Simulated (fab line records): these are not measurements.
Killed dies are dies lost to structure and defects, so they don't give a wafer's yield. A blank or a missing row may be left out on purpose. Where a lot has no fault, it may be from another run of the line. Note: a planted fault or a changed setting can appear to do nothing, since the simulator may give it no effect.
A struck lot beside a sound one | flow nandHarc | 41 out of 1302 route steps
Sound: these wafers, L825.2, L825.3, L825.6. Wafers L830.2, L830.5 were the ones struck. At the end, the cause is stated.
Per side, at each step with rows, come the tool, then ch with its chambers, and then its first start. Under that, the readings that differ: sound wafers | struck wafers | difference of the means | sigmas: that difference in standard deviations of wafers without a fault.
alike: words and numbers the same on both sides, and readings whose means are apart by under 2 such deviations; not compared: readings that were withheld, readings missing a value for some wafer, numbers with overlapping values and no deviation given by the record, and bounds like >300 which may hide the same value.
The two part at a step that has a row with sigmas, a row that says differs or no value, or rows on one side only. Numbers that have no deviation but don't overlap get no sigmas and don't part them. A reading missing from all wafers of one side parts the sides only when that side holds two or more wafers.

first, 3 steps without rows for these wafers: NHARC_A_CHANNEL_HOLE_D1_STRIP_41 (strips in N2/H2); NHARC_A_CHANNEL_HOLE_D1_STRIP_42 (strips in CF4/CHF3); NHARC_A_CHANNEL_HOLE_D1_STRIP_43 (strips in O2/COS).
NHARC_A_CHANNEL_HOLE_D1_ETCH_44: etches the open film in CF4/O2, target depth 140 nm, overetch 14 nm, time 77 s.
  sound on rieDiel-07 ch 0,1,3, day 9 11:54; struck on rieDiel-07 ch 1,2, day 11 03:37
  alike: drypumpMotorCurrentA, oesProductAu, rfVppV, showerheadPlenumPTorr, throttleValvePct
  not compared: rfHoursCounterH
NHARC_A_CHANNEL_HOLE_D1_STRIP_27: strips in O2.
  sound: rieDiel-07 ch 0,3; struck: rieDiel-07 ch 1,2
  alike: drypumpMotorCurrentA, oesProductAu, rfVppV, showerheadPlenumPTorr, throttleValvePct
  not compared: rfHoursCounterH
then, 2 steps without rows for these wafers: NHARC_A_CHANNEL_HOLE_D1_PRECLEAN_28 (cleans in SC1); NHARC_A_CHANNEL_HOLE_D1_SRD_29.
NHARC_A_CHANNEL_HOLE_D1_CD_MEAS_30:
  sound: cdSem-03 at day 9 12:49; struck: cdSem-01 at day 11 04:25
  alike: cdNm
following that, these wafers have no rows for 1 step: NHARC_A_CHANNEL_HOLE_D1_XSEM_31.
NHARC_A_CHANNEL_HOLE_D1_INSPECT_40:
  sound: defectInspect-01 at day 9 13:00; struck: defectInspect-01 at day 11 04:37
  alike: rawDefectCount
then, 2 steps without rows for these wafers: NHARC_A_CHANNEL_FILL_D1_PRECLEAN_00 (cleans in SC1); NHARC_A_CHANNEL_FILL_D1_SRD_01.
NHARC_A_CHANNEL_FILL_D1_ALD_02: deposits SiO2, target thk 6 nm, pulse time 10 s, ald cycles 60.
  sound on aldHk-02 ch 0,3, day 9 13:11; struck on aldHk-04 ch 1,3, day 11 04:57
reading   | sound    | struck | difference | sigmas
aldCycles | 60 60 60 | 80 80  | +20        | 
  alike: heaterPowerW, precursorPulseHeightRel
  not compared: sinceWetCleanH
then, 2 steps without rows for these wafers: NHARC_A_CHANNEL_FILL_D1_ALD_03 (deposits SiNx, target thk 6 nm, pulse time 60 s, ald cycles 58); NHARC_A_CHANNEL_FILL_D1_ALD_14 (deposits SiO2, target thk 2.5 nm, pulse time 10 s, ald cycles 25).
NHARC_A_CHANNEL_FILL_D1_ALD_15: deposits SiNx, target thk 2 nm, pulse time 60 s, ald cycles 19.
  sound on aldSinBatch-02 ch 0, day 9 23:19; struck on aldSinBatch-01 ch 0
  alike: precursorPulseHeightRel
  not compared: aldCycles
then, 3 steps without rows for these wafers: NHARC_A_CHANNEL_FILL_D1_ALD_16 (deposits SiO2, target thk 1.5 nm, pulse time 10 s, ald cycles 15); NHARC_A_CHANNEL_FILL_D1_ANNEAL_17 (time 1800 s); NHARC_A_CHANNEL_FILL_D1_CVD_18 (deposits poly-Si, target thk 3 nm).
NHARC_A_CHANNEL_FILL_D1_ETCHBACK_19: etches the open film in HBr/Cl2, target depth 5 nm, time 1.7 s.
  sound on rieSi-02 ch 2,3, day 10 13:10; struck on rieSi-04 ch 0,1, day 12 05:28
  alike: drypumpMotorCurrentA, hbrFlowSccm, oesProductAu, throttleValvePct
  not compared: rfHoursCounterH
then, 1 step without rows for these wafers: NHARC_A_CHANNEL_FILL_D1_ETCHBACK_20 (etches the open film in C4F8/O2/Ar, target depth 27 nm, time 13.5 s).
NHARC_A_CHANNEL_FILL_D1_STRIP_28: strips in O2, time 20 s.
  sound on rieDiel-04 ch 0,1,3, day 10 13:23; struck on rieDiel-05 ch 2, day 12 05:41
  alike: drypumpMotorCurrentA, oesProductAu, rfVppV, showerheadPlenumPTorr, throttleValvePct
  not compared: rfHoursCounterH
then, 12 steps without rows for these wafers: NHARC_A_CHANNEL_FILL_D1_PRECLEAN_21 (cleans in dHF, time 30 s); NHARC_A_CHANNEL_FILL_D1_SRD_23; NHARC_A_CHANNEL_FILL_D1_CVD_05 (deposits poly-Si, target thk 5 nm); NHARC_A_CHANNEL_FILL_D1_ANNEAL_22 (time 7200 s); NHARC_A_CHANNEL_FILL_D1_ALD_25 (deposits SiOx, target thk 60 nm, pulse time 10 s, ald cycles 600); NHARC_A_CHANNEL_FILL_D1_ETCHBACK_08 (etches the open film in C4F8, target depth 220 nm, time 110 s); NHARC_A_CHANNEL_FILL_D1_STRIP_29 (strips in O2, time 20 s); NHARC_A_CHANNEL_FILL_D1_PRECLEAN_30 (cleans in dHF, time 30 s); NHARC_A_CHANNEL_FILL_D1_SRD_31; NHARC_A_CHANNEL_FILL_D1_CVD_09 (deposits poly-Si, target thk 150 nm, time 3000 s); NHARC_A_CHANNEL_FILL_D1_CMP_10 (polishes, target thk 150 nm); NHARC_A_CHANNEL_FILL_D1_SRD_12.
NHARC_A_CHANNEL_FILL_D1_INSPECT_13:
  sound: defectInspect-01 at day 11 13:02; struck: defectInspect-01 at day 13 05:07
  alike: rawDefectCount
then, 4 steps without rows for these wafers: NHARC_A_DECK1_JOINT_ETCHBACK_07 (etches the open film in HBr, target depth 105 nm, time 26.9 s); NHARC_A_DECK1_JOINT_ETCH_25 (etches SiO2 in dHF, target depth 0.5 nm); NHARC_A_DECK1_JOINT_ETCH_19 (etches poly-Si in TMAH, target depth 3 nm); NHARC_A_DECK1_JOINT_ETCH_18 (etches SiO2 in dHF, target depth 3 nm).
-- record jumps: 14 days between struck wafers' starts before vs after; left off in module A_DECK1_JOINT, resumes in module END, first step shown is number 1301 of the route --
NHARC_END_WLT_00:
  sound: prober-02 at day 25 10:53; struck: prober-01 at day 26 17:13
reading            | sound             | struck      | difference | sigmas
VT_DECK2_TOP       | 0.903 0.908 0.894 | 0.881 0.889 | -0.017     | -2
VT_DECK2_TOP_INNER | 0.899 0.907 0.901 | 0.890 0.887 | -0.014     | -2
  alike: VT_DECK1_BOTTOM, VT_DECK1_BOTTOM_INNER, VT_DECK1_MEDIAN_NEAR_BOTTOM, VT_DECK1_MEDIAN_NEAR_BOTTOM_INNER, VT_DECK1_MIDDLE, VT_DECK1_MIDDLE_INNER, VT_DECK1_TOP, VT_DECK1_TOP_INNER, VT_DECK2_BOTTOM, VT_DECK2_BOTTOM_INNER, VT_DECK2_MEDIAN_NEAR_BOTTOM, VT_DECK2_MEDIAN_NEAR_BOTTOM_INNER, VT_DECK2_MIDDLE, VT_DECK2_MIDDLE_INNER
NHARC_END_SORT_01:
  the record has rows for the sound wafers here (prober-02 ch 0, day 25 14:10) and none for the struck ones

== WHERE THEY PART ==
At NHARC_END_WLT_00 first; at NHARC_END_SORT_01 last (within this record only).

WHY: what the simulator had put in
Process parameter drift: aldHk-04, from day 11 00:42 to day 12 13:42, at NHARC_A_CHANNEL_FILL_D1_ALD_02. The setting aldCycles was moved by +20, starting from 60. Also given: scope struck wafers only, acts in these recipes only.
